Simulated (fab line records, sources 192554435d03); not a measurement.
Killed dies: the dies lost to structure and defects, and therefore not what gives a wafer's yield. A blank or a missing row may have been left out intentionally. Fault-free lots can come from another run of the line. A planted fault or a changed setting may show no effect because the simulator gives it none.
Problem report in the 8D (eight disciplines) form, filled by code	flow n5Finfet	the parts of the form that need people (team, actions taken, sign-off) are left out

== 1. THE ISSUE ==
Wafers free of any fault read 0.098 nA/um (standard deviation 0.015) for IOFF_P_LIN at N5_BEOL_M4_RC_MEAS_101, against a mean of 0.206 nA/um on 4 wafers of 3 lots. Measured from the usual mean, that is +7.2 standard deviations.
First seen on wafer L428.4, day 11 07:28, on prober-02. At this step, 21 wafers from 8 lots have a number in the record. Rule for "out" (also "out of limits"): further than 4 standard deviations from the usual mean. The rest of the wafers with a number are treated as sound.

== 2. WHAT IT IS; WHAT IT IS NOT ==
question	is	is not
which readings at this step	IOFF_P_LIN, IOFF_N, IOFF_N_85C, IOFF_N_LIN, IOFF_P, IOFF_P_85C, ION_P, REXT_P, VT_P_LVT	-
which lots	L428, L430, L432	L421, L425, L426, L427, L429
which wafers of those lots	L428.4, L430.5, L432.4, L432.5	L428.2, L428.6, L430.6
read on which gauges	prober-01, prober-02	-
when	from day 11 07:28	up to then (8 sound wafers); but 9 sound wafers of L426, L427, L429, L430 came after

== 3. THE SUSPECTS, EACH WITH WHAT RULES IT OUT ==
Counting: if a tool at a process step up to the reading ran every lot that is out, it stays a suspect. Sound lots after the first of them don't rule it out here, since some wafers of a struck lot are sound.
- the gauge at N5_BEOL_M4_RC_MEAS_101: ruled out. Those wafers that are out were read across 2 gauges (prober-01, prober-02).
- aldSin-01 at N5_SPACER0_ALD_07 (deposits SiNx, target thk 2 nm): kept. Ran every lot that is out, first one L428 (day 6 12:08); last sound lot up to then L427 (day 6 07:20).
- cmp-04 at N5_SDB_CMP_30 (polishes, stops on poly-Si, t overpolish 1.54 s, target thk 30 nm): kept. Ran every lot that is out, first one L428 (day 7 08:28); last sound lot up to then L426 (day 6 21:43).
- rieDiel-05 at N5_DUMMY_REMOVAL_HM_STRIP_01 (strips SiNx in CH3F/O2, stops on poly-Si, target depth 4 nm, time 6.8 s): kept. Ran every lot that is out, first one L428 (day 7 09:02); last sound lot up to then L425 (day 6 17:07).
- rieDiel-05 at N5_DUMMY_REMOVAL_STRIP_10 (strips in N2/H2, time 40 s): kept. Ran every lot that is out, first one L428 (day 7 09:05); last sound lot up to then L425 (day 6 17:08).
Left after counting: aldSin-01 at N5_SPACER0_ALD_07, cmp-04 at N5_SDB_CMP_30, rieDiel-05 at N5_DUMMY_REMOVAL_HM_STRIP_01, rieDiel-05 at N5_DUMMY_REMOVAL_STRIP_10.

== 4. THE CAUSE (what the simulator had put in) ==
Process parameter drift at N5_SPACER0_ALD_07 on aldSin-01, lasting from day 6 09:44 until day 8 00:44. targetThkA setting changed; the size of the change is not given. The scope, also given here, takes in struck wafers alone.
This tool is one of the 4 suspects left after counting.

== 5. THE CHAIN OF EFFECTS, in route order ==
Each row: a reading where the mean over the struck wafers with a number is more than 3 standard deviations away from the usual. Scope: only readings with a usual standard deviation given in the record; hours: median across lots of the time from each lot's start at the first step in this table that gives one to its start at this step; sigmas: change in usual standard deviations.
hours	step	reading	usual	on struck wafers	change	sigmas
0	N5_DUMMY_REMOVAL_HM_STRIP_01	oesProductAu	0.65 a.u.	0.44	-0.21	-4.2
94	N5_BEOL_M4_RC_MEAS_101	DIBL_N	36.0 mV/V	44.9	+8.9	+4.0
94	N5_BEOL_M4_RC_MEAS_101	IOFF_N	0.16 nA/um	0.35	+0.19	+5.1
94	N5_BEOL_M4_RC_MEAS_101	IOFF_N_85C	3.1 nA/um	6.2	+3.1	+4.9
94	N5_BEOL_M4_RC_MEAS_101	IOFF_N_LIN	0.073 nA/um	0.143	+0.070	+5.0
94	N5_BEOL_M4_RC_MEAS_101	IOFF_P	0.21 nA/um	0.50	+0.29	+6.9
94	N5_BEOL_M4_RC_MEAS_101	IOFF_P_85C	3.6 nA/um	7.6	+4.0	+6.6
94	N5_BEOL_M4_RC_MEAS_101	IOFF_P_LIN	0.098 nA/um	0.206	+0.108	+7.2
94	N5_BEOL_M4_RC_MEAS_101	ION_N	675 uA/um	734	+58	+3.9
94	N5_BEOL_M4_RC_MEAS_101	ION_P	463 uA/um	509	+46	+4.6
94	N5_BEOL_M4_RC_MEAS_101	REXT_N	75.4 ohm.um	66.1	-9.3	-4.4
94	N5_BEOL_M4_RC_MEAS_101	REXT_P	100.3 ohm.um	88.2	-12.1	-6.4
94	N5_BEOL_M4_RC_MEAS_101	VT_N	250 mV	235	-15	-3.6
94	N5_BEOL_M4_RC_MEAS_101	VT_N_LVT	99 mV	84	-14	-3.8
94	N5_BEOL_M4_RC_MEAS_101	VT_P	-251 mV	-236	+16	+4.3
94	N5_BEOL_M4_RC_MEAS_101	VT_P_LVT	-99 mV	-82	+16	+4.9
206	N5_PASSIVATION_PROBE_49	sort_bin_4_leakage	0.00 %	9.35	+9.35	+99 or more
206	N5_PASSIVATION_PROBE_49	sortNPass	1078	964	-114	-5.7
206	N5_PASSIVATION_PROBE_49	sortYieldPct	91.3 %	81.8	-9.5	-5.6
Here are the process steps it includes:
- N5_DUMMY_REMOVAL_HM_STRIP_01: strips SiNx in CH3F/O2, stops on poly-Si, target depth 4 nm, time 6.8 s.
- N5_PASSIVATION_PROBE_49

== 6. WHAT WOULD HAVE CAUGHT IT SOONER ==
In this record the first reading out of limits at a measuring or inspecting step was taken at day 11 07:28, 118 hours after the fault began at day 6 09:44.
An alarm limit of 4 standard deviations would not have fired on the tool readings at N5_SPACER0_ALD_07 for which the record gives a usual standard deviation, since none of them was out on any struck wafer.
All the lots that are out (3) had begun N5_SPACER0_ALD_07 on aldSin-01 by day 11 07:28. None of them would have been spared by holding the tool at that moment.
